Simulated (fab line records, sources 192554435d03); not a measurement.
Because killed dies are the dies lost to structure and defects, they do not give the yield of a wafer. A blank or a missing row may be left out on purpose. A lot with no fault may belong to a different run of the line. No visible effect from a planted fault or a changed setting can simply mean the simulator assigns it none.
Chamber matching + flow n5Finfet + N5_HKMG_FIN_ALD_21 on aldMetal-04: 4 sister chambers
The step deposits TiN, target thk 1.5 nm, pulse time 1 s, purge time 3 s. 14 wafers are shown with their chamber, then 7 later ones without.

== WAFERS PAIRED WITH THEIR CHAMBERS ==
| wafer  | chamber | heaterPowerW (W) | susceptorTempC (C) | precursorPulseHeightRel |
|--------|---------|------------------|--------------------|-------------------------|
| L075.1 | 0       | 834              | 400.29             | 0.975                   |
| L075.3 | 2       | 863              | 399.93             | 1.001                   |
| L075.4 | 1       | 938              | 400.11             | 1.036                   |
| L078.1 | 0       | 845              | 400.00             | 1.019                   |
| L078.5 | 2       | 847              | 399.80             | 1.013                   |
| L078.6 | 1       | 961              | 400.21             | 0.984                   |
| L080.3 | 2       | 863              | 399.82             | 1.007                   |
| L080.4 | 0       | 806              | 399.88             | 1.023                   |
| L080.5 | 0       | 814              | 400.26             | 0.997                   |
| L082.3 | 3       | 904              | 400.17             | 1.003                   |
| L082.4 | 2       | 872              | 399.86             | 0.987                   |
| L082.6 | 3       | 899              | 399.74             | 0.993                   |
| L089.1 | 3       | 898              | 400.12             | 1.011                   |
| L089.3 | 0       | 809              | 399.77             | 1.011                   |

SIGNATURES (averages over the wafers above)
| reading                 | chamber 0 | chamber 1 | chamber 2 | chamber 3 | scatter within a chamber |
|-------------------------|-----------|-----------|-----------|-----------|--------------------------|
| heaterPowerW            | 821.60    | 949.50    | 861.25    | 900.33    | 13.3                     |
| susceptorTempC          | 400.0400  | 400.1600  | 399.8525  | 400.0100  | 0.183                    |
| precursorPulseHeightRel | 1.00500   | 1.01000   | 1.00200   | 1.00233   | 0.0185                   |
Rule: for a wafer and a chamber, the distance is found by dividing, reading by reading, the gap between the wafer's reading and the chamber's mean by the reading's scatter, squaring, summing and taking the root. The wafer belongs to the nearest chamber; if the next one is less than 2 further off, it can't be placed. The scatter: the root of (the sum of the squares of (reading less its chamber's mean) over the shown wafers, divided by (wafers less chambers)).

== WAFERS WITHOUT THEIR CHAMBER ==
| wafer  | heaterPowerW (W) | susceptorTempC (C) | precursorPulseHeightRel |
|--------|------------------|--------------------|-------------------------|
| L089.4 | 867              | 400.09             | 0.979                   |
| L093.3 | 949              | 399.82             | 1.024                   |
| L093.4 | 929              | 399.83             | 1.018                   |
| L093.5 | 806              | 400.45             | 1.023                   |
| L094.1 | 934              | 399.99             | 1.001                   |
| L094.4 | 911              | 399.86             | 1.004                   |
| L094.6 | 822              | 399.95             | 0.993                   |

== THE CHAMBER EACH PASSED THROUGH ==
| wafer  | from the rows above          | in truth                   |
|--------|------------------------------|----------------------------|
| L089.4 | can't be placed: 2 or 3 or 0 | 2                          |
| L093.3 | can't be placed: 1 or 3      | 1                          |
| L093.4 | can't be placed: 1 or 3      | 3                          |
| L093.5 | 0                            | 0                          |
| L094.1 | can't be placed: 1 or 3      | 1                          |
| L094.4 | 3                            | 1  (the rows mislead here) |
| L094.6 | 0                            | 0                          |
Correct placement for 2 of the 7. These rows do not allow placing 4 (true chamber among the candidates in 4). 1 placed wrongly.
